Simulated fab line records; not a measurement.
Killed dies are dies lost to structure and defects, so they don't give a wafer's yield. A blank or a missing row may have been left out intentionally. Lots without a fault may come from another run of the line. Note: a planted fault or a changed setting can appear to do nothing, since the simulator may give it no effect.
fab line records	flow n5Finfet
record: lots: 7	wafers: 39
route steps=1938 shown BEOL_M12@1602 PASS1_CAP@1873 TV_LITHO@1875 TV_OPEN@1887
startH: the number of hours between the record's first day and the start of the first shown wafer of the lot	waitH: time in hours since the lot's previous step	" the same as in the row above	L1.1+2: several wafers, shown together as one row	- no value, or no start given	* or withheld: withheld	< > ~ a bound
route shown NAME@n: a module of which the file shows steps, and the number in the route of the first	usual: average and standard deviation across the fault-free wafers	same: alike in all rows	chamber/n: place in a boat	sites: each site's reading	_std_site: how widely they spread, as a standard deviation	_edge_site: mean of outer sites minus mean of inner sites	radiusMm: how far each site lies from the wafer's centre	mask NAME#n: copy n	behind: tool/chamber where the wafer was last shaped	hold: why the lot went on hold/how many hours it stayed there/how the hold came to an end	device: whichever transistor did not switch (one of n, p or np)	end of line: the tests these same wafers got at the end of their route	where a step has no rows: the recipe by itself	killed: the dies lost at the first sort to structure and to defects; this is not the yield of the wafer	map: per-die view of a wafer (x killed, . not killed, _ where there is no die)
set.NAME: the setting that was run; set.NAME@STEP: the one run at that earlier step	model.NAME: the simulator's own value behind a step, which no gauge read
lots whose settings were changed on purpose; a table a step, a row a wafer
== steps ==
step: N5_BEOL_M12_ILD_DEP_00
recipe: material: SiOC	targetThkA: 6589.2	tempC: 350	precursor: DEMS/O2	pressureTorr: 5	rfW: 500	timeS: 130.7
lot.wafer	tool	chamber	startH	waitH	set.timeS	model.SiOC_of_BEOL_M12_ILD_DEP_00.thkNm
L077.1	pecvd-01	0	248.26	0.0	130.7	635.8
L077.2	"	2	"	"	130.7	650.2
L077.3	"	1	"	"	188.3	931.8
L077.4	"	0	"	"	130.7	651.8
L077.5	"	2	"	"	188.3	963.8
L077.6	"	1	"	"	188.3	939
L080.1	pecvd-01	2	260.41	0.0	130.7	643.8
L080.2	"	0	"	"	80.42	380.6
L080.3	"	1	"	"	80.42	381.2
L080.4	"	1	"	"	130.7	639.2
L080.5	"	0	"	"	80.42	389.2
L080.6	"	2	"	"	130.7	655.6
L086.1	pecvd-03	1	321.26	0.0	130.7	655.2
L086.2	"	2	"	"	130.7	663.2
L086.3	"	0	"	"	156	787.8
L086.4	"	2	"	"	130.7	664
L086.5	"	0	"	"	156	792.4
L086.6	"	1	"	"	156	791.2
L087.1	pecvd-03	0	327.50	0.0	130.7	649
L087.3	"	1	"	"	130.7	646.2
L087.4	"	1	"	"	130.7	653.2
L089.1	pecvd-03	2	346.16	0.0	106.4	541
L089.2	"	1	"	"	130.7	643.4
L089.3	"	0	"	"	130.7	639.2
L089.4	"	0	"	"	106.4	532.2
L089.5	"	2	"	"	130.7	670.6
L089.6	"	1	"	"	106.4	532.8
L097.1+2	pecvd-03	2,0	385.40	0.0	130.7	662
L097.3	"	1	"	"	130.7	664.4
L097.4	"	1	"	"	130.7	672.2
L097.5	"	2	"	"	130.7	678.4
L097.6	"	0	"	"	130.7	674.4
L096.1	pecvd-01	2	386.60	0.0	130.7	646.4
L096.2	"	0	"	"	96.09	466
L096.3	"	2	"	"	96.09	476.2
L096.4	"	0	"	"	96.09	477.6
L096.5	"	0	"	"	130.7	651.8
L096.6	"	2	"	"	130.7	655
step: N5_BEOL_M12_THK_MEAS_01
recipe: reads: SiOC_of_BEOL_M12_ILD_DEP_00
usual: M12_ILD_THK: 656/11
lot.wafer	tool	chamber	startH	waitH	set.timeS@BEOL_M12_ILD_DEP_00	M12_ILD_THK[nm]
L077.1	filmMetro-01	-	248.39	0.1	130.7	636
L077.2	"	-	"	"	130.7	650
L077.3	"	-	"	"	188.3	932
L077.4	"	-	"	"	130.7	651
L077.5	"	-	"	"	188.3	964
L077.6	"	-	"	"	188.3	937
L080.1	filmMetro-01	-	260.54	0.1	130.7	644
L080.2	"	-	"	"	80.42	381
L080.3	"	-	"	"	80.42	382
L080.4	"	-	"	"	130.7	639
L080.5	"	-	"	"	80.42	389
L080.6	"	-	"	"	130.7	655
L086.1	filmMetro-02	-	321.39	0.1	130.7	655
L086.2	"	-	"	"	130.7	663
L086.3	"	-	"	"	156	789
L086.4	"	-	"	"	130.7	664
L086.5	"	-	"	"	156	792
L086.6	"	-	"	"	156	791
L087.1	filmMetro-01	-	327.63	0.1	130.7	649
L087.3	"	-	"	"	130.7	646
L087.4	"	-	"	"	130.7	654
L089.1	filmMetro-02	-	346.29	0.1	106.4	542
L089.2	"	-	"	"	130.7	643
L089.3	"	-	"	"	130.7	639
L089.4	"	-	"	"	106.4	532
L089.5	"	-	"	"	130.7	671
L089.6	"	-	"	"	106.4	532
L097.1	filmMetro-01	-	385.53	0.1	130.7	662
L097.2	"	-	"	"	130.7	662
L097.3	"	-	"	"	130.7	664
L097.4	"	-	"	"	130.7	672
L097.5	"	-	"	"	130.7	678
L097.6	"	-	"	"	130.7	674
L096.1	filmMetro-02	-	386.79	0.1	130.7	647
L096.2	"	-	"	"	96.09	466
L096.3	"	-	"	"	96.09	476
L096.4	"	-	"	"	96.09	477
L096.5	"	-	"	"	130.7	652
L096.6	"	-	"	"	130.7	654
step: N5_BEOL_M12_COAT_58
recipe: resist: BARC	tempC: 205	timeS: 60	spinRpm: 1500	resistThkNm: 89
step: N5_BEOL_M12_COAT_04
recipe: spinRpm: 1625	resistThkNm: 400
step: N5_BEOL_M12_DESCUM_15
recipe: chemistry: O2	timeS: 7.9	sourcePowerW: 50	biasPowerW: 20	pressureMtorr: 20	rfFrequencyHz: 2.712e+07	tempC: 40	o2FlowSccm: 225
step: N5_BEOL_M12_ETCH_59
recipe: chemistry: N2/H2	target: BARC	targetDepthA: 890	overetchA: 267	timeS: 67.9	ionEnergyEv: 200	pressureMtorr: 30	sourceW: 840	biasW: 150	n2FlowSccm: 200	h2FlowSccm: 200
step: N5_BEOL_M12_VIA_ETCH_16
recipe: chemistry: C4F8/O2/Ar	target: SiOC	pressureMtorr: 30	sourceW: 3000	biasW: 700	Ar_flow_sccm: 400	C4F8_flow_sccm: 15	O2_flow_sccm: 8	heInnerTorr: 15	heOuterTorr: 30	targetDepthA: 7248	timeS: withheld	ionEnergyEv: 250	ends: cleared
lot.wafer	tool	chamber	startH	waitH	set.timeS@BEOL_M12_ILD_DEP_00	model.etch.depthNm	model.coat_of_BEOL_M12_COAT_04.thkNm
L077.1	rieDiel-03	2	248.99	0.0	*	635.8	130
L077.2	"	3	"	"	*	650.1	125.6
L077.3	"	0	"	"	*	931.8	46.2
L077.4	"	1	"	"	*	651.7	124.6
L077.5	"	0	"	"	*	963.8	35.8
L077.6	"	3	"	"	*	938.9	41
L080.1	rieDiel-05	0	261.06	0.0	*	643.9	133.6
L080.2	"	3	"	"	*	380.6	204.2
L080.3	"	1	"	"	*	381.3	210
L080.4	"	2	"	"	*	639.1	129
L080.5	"	1	"	"	*	389.3	206.8
L080.6	"	0	"	"	*	655.7	130.4
L086.1	rieDiel-03	3	322.00	0.0	*	655.1	123.8
L086.2	"	2	"	"	*	663.2	120.8
L086.3	"	1	"	"	*	787.9	82.6
L086.4	"	0	"	"	*	664	124
L086.5	"	3	"	"	*	792.4	83
L086.6	"	0	"	"	*	791.2	86.4
L087.1	rieDiel-03	0	328.12	0.0	*	649	128.8
L087.3	"	2	"	"	*	646.1	126.2
L087.4	"	3	"	"	*	653.1	123.2
L089.1	rieDiel-05	1	346.77	0.0	*	541	162.8
L089.2	"	0	"	"	*	643.4	131.4
L089.3	"	2	"	"	*	639.1	128
L089.4	"	3	"	"	*	532.1	159.4
L089.5	"	0	"	"	*	670.6	123.4
L089.6	"	1	"	"	*	532.8	164.4
L097.1	rieDiel-05	1	386.14	0.0	*	662	124.2
L097.2	"	0	"	"	*	662	126.2
L097.3	"	2	"	"	*	664.4	116.4
L097.4	"	2	"	"	*	672.3	113.8
L097.5	"	0	"	"	*	678.4	121.2
L097.6	"	1	"	"	*	674.4	121.8
L096.1	rieDiel-01	3	387.26	0.0	*	646.3	131.4
L096.2	"	2	"	"	*	466	179.2
L096.3	"	0	"	"	*	476.3	175
L096.4	"	1	"	"	*	477.5	178.2
L096.5	"	2	"	"	*	651.7	125
L096.6	"	1	"	"	*	655	126.6
step: N5_BEOL_M12_STRIP_63
recipe: chemistry: N2/H2	powerW: 1000	tempC: 250	h2Frac: 0.65	overashFraction: 0.3	pressureMtorr: 1000	n2FlowSccm: 1750	h2FlowSccm: 3250
usual: oesProductAu: 0.694/0.0047	stripTimeToEndpointS: 43.1/1.2
lot.wafer	tool	chamber	startH	waitH	set.timeS@BEOL_M12_ILD_DEP_00	oesProductAu	stripTimeToEndpointS
L077.1	plasmaAsher-01	1	249.19	-	130.7	0.698	44.4
L077.2	"	0	"	"	130.7	0.697	43.2
L077.3	"	0	"	"	188.3	0.666	20.4
L077.4	"	1	"	"	130.7	0.695	42.9
L077.5	"	0	"	"	188.3	0.649	17.0
L077.6	"	1	"	"	188.3	0.661	18.7
L080.1	plasmaAsher-02	0	261.26	-	130.7	0.696	45.3
L080.2	"	1	"	"	80.42	0.785	63.7
L080.3	"	0	"	"	80.42	0.798	65.2
L080.4	"	1	"	"	130.7	0.704	44.1
L080.5	"	1	"	"	80.42	0.791	64.4
L080.6	"	0	"	"	130.7	0.691	44.5
L086.1	plasmaAsher-02	1	322.20	-	130.7	0.701	42.7
L086.2	"	0	"	"	130.7	0.694	41.9
L086.3	"	1	"	"	156	0.677	31.3
L086.4	"	0	"	"	130.7	0.683	42.8
L086.5	"	1	"	"	156	0.675	31.4
L086.6	"	0	"	"	156	0.678	32.4
L087.1	plasmaAsher-02	0	328.32	-	130.7	0.704	44.0
L087.3	"	1	"	"	130.7	0.689	43.4
L087.4	"	0	"	"	130.7	0.689	42.5
L089.1	plasmaAsher-02	0	346.97	-	106.4	0.705	53.0
L089.2	"	1	"	"	130.7	0.686	44.7
L089.3	"	0	"	"	130.7	0.691	43.9
L089.4	"	1	"	"	106.4	0.703	52.1
L089.5	"	1	"	"	130.7	0.696	42.6
L089.6	"	0	"	"	106.4	0.705	53.4
L097.1	plasmaAsher-02	0	386.34	-	130.7	0.698	42.8
L097.2	"	1	"	"	130.7	0.695	43.3
L097.3	"	0	"	"	130.7	0.681	40.7
L097.4	"	1	"	"	130.7	0.706	40.0
L097.5	"	0	"	"	130.7	0.694	42.0
L097.6	"	1	"	"	130.7	0.690	42.2
L096.1	plasmaAsher-02	1	387.46	-	130.7	0.696	44.8
L096.2	"	0	"	"	96.09	0.726	57.2
L096.3	"	1	"	"	96.09	0.716	56.2
L096.4	"	0	"	"	96.09	0.719	57.0
L096.5	"	1	"	"	130.7	0.693	43.0
L096.6	"	0	"	"	130.7	0.698	43.5
step: N5_BEOL_M12_STRIP_64
recipe: chemistry: N2/H2	powerW: 1000	tempC: 250	h2Frac: 0.65	overashFraction: 0.3	pressureMtorr: withheld	n2FlowSccm: 1750	h2FlowSccm: 3250
step: N5_BEOL_M12_STRIP_71
recipe: chemistry: postEtchResidueRemover	timeS: 60	tempC: 25	removerPh: withheld	removerWaterWtPct: withheld	removerFluorideWtPct: withheld
step: N5_BEOL_M12_STRIP_37
recipe: chemistry: N2/H2	powerW: 1000	tempC: 250	h2Frac: 0.65	overashFraction: 0.3	pressureMtorr: withheld	n2FlowSccm: 1750	h2FlowSccm: 3250
step: N5_BEOL_M12_ETCH_38
recipe: chemistry: CF4/N2	target: SiCN	targetDepthA: 687	taperDeg: 2	timeS: 73.4	ionEnergyEv: 150	maskMaterial: SiO2	pressureMtorr: 40	sourceW: 430	biasW: 70	Ar_flow_sccm: 100	cf4FlowSccm: 60	n2FlowSccm: 60
lot.wafer	tool	chamber	startH	waitH	set.timeS@BEOL_M12_ILD_DEP_00	model.SiOC_of_BEOL_M12_ILD_DEP_00.thkNm
L077.1	rieDiel-01	0	251.12	-	130.7	587.8
L077.2	"	1	"	"	130.7	601
L077.3	"	3	"	"	188.3	885.4
L077.4	"	2	"	"	130.7	601.2
L077.5	"	2	"	"	188.3	913.4
L077.6	"	1	"	"	188.3	889.8
L080.1	rieDiel-03	0	264.58	-	130.7	596
L080.2	"	2	"	"	80.42	331
L080.3	"	1	"	"	80.42	330.4
L080.4	"	3	"	"	130.7	589.2
L080.5	"	3	"	"	80.42	339.6
L080.6	"	0	"	"	130.7	608
L086.1	rieDiel-03	1	330.94	-	130.7	604.4
L086.2	"	2	"	"	130.7	614.8
L086.3	"	0	"	"	156	740.2
L086.4	"	3	"	"	130.7	614.4
L086.5	"	2	"	"	156	743.6
L086.6	"	1	"	"	156	740
L087.1	rieDiel-01	2	331.03	-	130.7	597.6
L087.3	"	3	"	"	130.7	599
L087.4	"	0	"	"	130.7	601.6
L089.1	rieDiel-05	0	348.41	-	106.4	495.4
L089.2	"	3	"	"	130.7	593.2
L089.3	"	1	"	"	130.7	593
L089.4	"	2	"	"	106.4	482.6
L089.5	"	0	"	"	130.7	624.6
L089.6	"	3	"	"	106.4	482.4
L097.1	rieDiel-01	2	392.01	-	130.7	611.6
L097.2	"	3	"	"	130.7	615.4
L097.3	"	1	"	"	130.7	615
L097.4	"	3	"	"	130.7	625.8
L097.5	"	1	"	"	130.7	628.8
L097.6	"	2	"	"	130.7	624
L096.1	rieDiel-03	2	393.15	-	130.7	596.8
L096.2	"	3	"	"	96.09	416.4
L096.3	"	0	"	"	96.09	428.4
L096.4	"	1	"	"	96.09	427.2
L096.5	"	0	"	"	130.7	603.8
L096.6	"	3	"	"	130.7	605.8
step: N5_PASSIVATION_PECVD_55
recipe: material: SiO2	targetThkA: 4000	tempC: 400	precursor: SiH4/N2O	pressureTorr: 2.7	rfW: 608	timeS: 22.5
lot.wafer	tool	chamber	startH	waitH	set.timeS	model.SiO2_of_PASSIVATION_PECVD_55.thkNm
L077.1	pecvd-01	2	286.18	0.0	22.5	396.8
L077.2	"	1	"	"	22.5	395.8
L077.3	"	0	"	"	13.65	243
L077.4	"	1	"	"	13.65	247
L077.5	"	0	"	"	22.5	403.4
L077.6	"	2	"	"	13.65	244
L080.1	pecvd-03	2	300.90	0.0	22.5	394.4
L080.2	"	1	"	"	22.5	397
L080.3	"	0	"	"	22.5	398
L080.4	"	1	"	"	22.5	399.4
L080.5	"	2	"	"	22.5	396.8
L080.6	"	0	"	"	22.5	402.8
L086.1	pecvd-03	0	356.84	0.0	14.06	245.2
L086.2	"	2	"	"	22.5	398.6
L086.3	"	1	"	"	22.5	400.2
L086.4	"	0	"	"	22.5	399.6
L086.5	"	1	"	"	14.06	255.6
L086.6	"	2	"	"	14.06	249
L087.1	pecvd-01	1	360.10	0.0	22.5	402
L087.3	"	0	"	"	22.5	406
L087.4	"	1	"	"	22.5	413.8
L089.1+3	pecvd-02	1,2	375.34	0.0	22.5	400.4
L089.2	"	0	"	"	22.5	403.2
L089.4	"	2	"	"	22.5	403.6
L089.5	"	0	"	"	22.5	406.8
L089.6	"	1	"	"	22.5	407.2
L097.1	pecvd-01	1	429.68	0.0	34.77	607
L097.2	"	0	"	"	34.77	611.8
L097.3	"	2	"	"	34.77	613.8
L097.4	"	1	"	"	22.5	400.8
L097.5	"	2	"	"	22.5	402
L097.6	"	0	"	"	22.5	404.4
L096.1	pecvd-03	1	430.42	0.0	22.5	404.4
L096.2	"	2	"	"	22.5	397.4
L096.3	"	0	"	"	22.5	392.8
L096.4	"	2	"	"	15.45	278.2
L096.5	"	0	"	"	15.45	278.4
L096.6	"	1	"	"	15.45	282
step: N5_PASSIVATION_PECVD_01
recipe: material: SiNx	targetThkA: 2000	tempC: 400	precursor: SiH4/NH3/N2	pressureTorr: 4.9	rfW: 1406	timeS: 43.2
step: N5_PASSIVATION_HMDS_03
recipe: timeS: 60	tempC: 120
step: N5_PASSIVATION_DESCUM_12
recipe: chemistry: O2	timeS: 7.9	sourcePowerW: 50	biasPowerW: 20	pressureMtorr: 20	rfFrequencyHz: 2.712e+07	tempC: 40	o2FlowSccm: 225
step: N5_PASSIVATION_PASS_ETCH_74
recipe: chemistry: CF4/O2	target: SiNx	targetDepthA: 2200	timeS: 110	ionEnergyEv: 100	pressureMtorr: 40	sourceW: 535	biasW: 49	Ar_flow_sccm: 100	cf4FlowSccm: 100	O2_flow_sccm: 10
step: N5_PASSIVATION_VIA_ETCH_13
recipe: chemistry: CHF3/O2	target: SiO2	targetDepthA: 6600	CHF3_flow_sccm: 50	O2_flow_sccm: 5	Ar_flow_sccm: 200	timeS: 330	maskMaterial: PR	pressureMtorr: 30	sourceW: 650	biasW: 170	ionEnergyEv: 200	ends: cleared
usual: etchRfOnTimeS: 237/6.9
lot.wafer	tool	chamber	startH	waitH	set.timeS@PASSIVATION_PECVD_55	etchRfOnTimeS
L077.1	rieDiel-02	0	287.87	0.0	22.5	226
L077.2	"	2	"	"	22.5	229
L077.3	"	3	"	"	13.65	153
L077.4	"	3	"	"	13.65	156
L077.5	"	0	"	"	22.5	231
L077.6	"	2	"	"	13.65	141
L080.1	rieDiel-04	0	302.71	0.0	22.5	241
L080.2	"	3	"	"	22.5	232
L080.3	"	2	"	"	22.5	242
L080.4	"	1	"	"	22.5	242
L080.5	"	0	"	"	22.5	243
L080.6	"	1	"	"	22.5	246
L086.1	rieDiel-04	3	357.48	0.0	14.06	145
L086.2	"	1	"	"	22.5	244
L086.3	"	0	"	"	22.5	243
L086.4	"	1	"	"	22.5	244
L086.5	"	0	"	"	14.06	156
L086.6	"	3	"	"	14.06	147
L087.1	rieDiel-06	2	362.29	0.0	22.5	236
L087.3	"	0	"	"	22.5	238
L087.4	"	3	"	"	22.5	246
L089.1	rieDiel-02	2	376.11	0.0	22.5	234
L089.2	"	0	"	"	22.5	231
L089.3	"	3	"	"	22.5	253
L089.4	"	1	"	"	22.5	227
L089.5	"	0	"	"	22.5	233
L089.6	"	3	"	"	22.5	254
L097.1	rieDiel-02	1	430.46	0.0	34.77	348
L097.2	"	0	"	"	34.77	351
L097.3	"	2	"	"	34.77	365
L097.4	"	3	"	"	22.5	248
L097.5	"	0	"	"	22.5	232
L097.6	"	1	"	"	22.5	232
L096.1	rieDiel-04	2	432.66	0.0	22.5	242
L096.2	"	1	"	"	22.5	230
L096.3	"	3	"	"	22.5	230
L096.4	"	0	"	"	15.45	169
L096.5	"	0	"	"	15.45	170
L096.6	"	1	"	"	15.45	163
== key ==
split: step: N5_BEOL_M12_ILD_DEP_00	setting: timeS	stated: 130.7	by: wafer
response: step: N5_BEOL_M12_ILD_DEP_00	reading: model.SiOC_of_BEOL_M12_ILD_DEP_00.thkNm	change: +6.74	per: 1%	r: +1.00
response: step: N5_BEOL_M12_THK_MEAS_01	reading: M12_ILD_THK	change: +6.73	per: 1%	r: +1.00
response: step: N5_BEOL_M12_VIA_ETCH_16	reading: model.etch.depthNm	change: +6.74	per: 1%	r: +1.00
response: step: N5_BEOL_M12_VIA_ETCH_16	reading: model.coat_of_BEOL_M12_COAT_04.thkNm	change: -1.94	per: 1%	r: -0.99
response: step: N5_BEOL_M12_STRIP_63	reading: oesProductAu	change: -0.00135	per: 1%	r: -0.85
response: step: N5_BEOL_M12_STRIP_63	reading: stripTimeToEndpointS	change: *	per: 1%	r: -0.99
response: step: N5_BEOL_M12_ETCH_38	reading: model.SiOC_of_BEOL_M12_ILD_DEP_00.thkNm	change: +6.76	per: 1%	r: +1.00
split: step: N5_PASSIVATION_PECVD_55	setting: timeS	stated: 22.5	by: wafer
response: step: N5_PASSIVATION_PECVD_55	reading: model.SiO2_of_PASSIVATION_PECVD_55.thkNm	change: +3.87	per: 1%	r: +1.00
response: step: N5_PASSIVATION_VIA_ETCH_13	reading: etchRfOnTimeS	change: *	per: 1%	r: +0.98
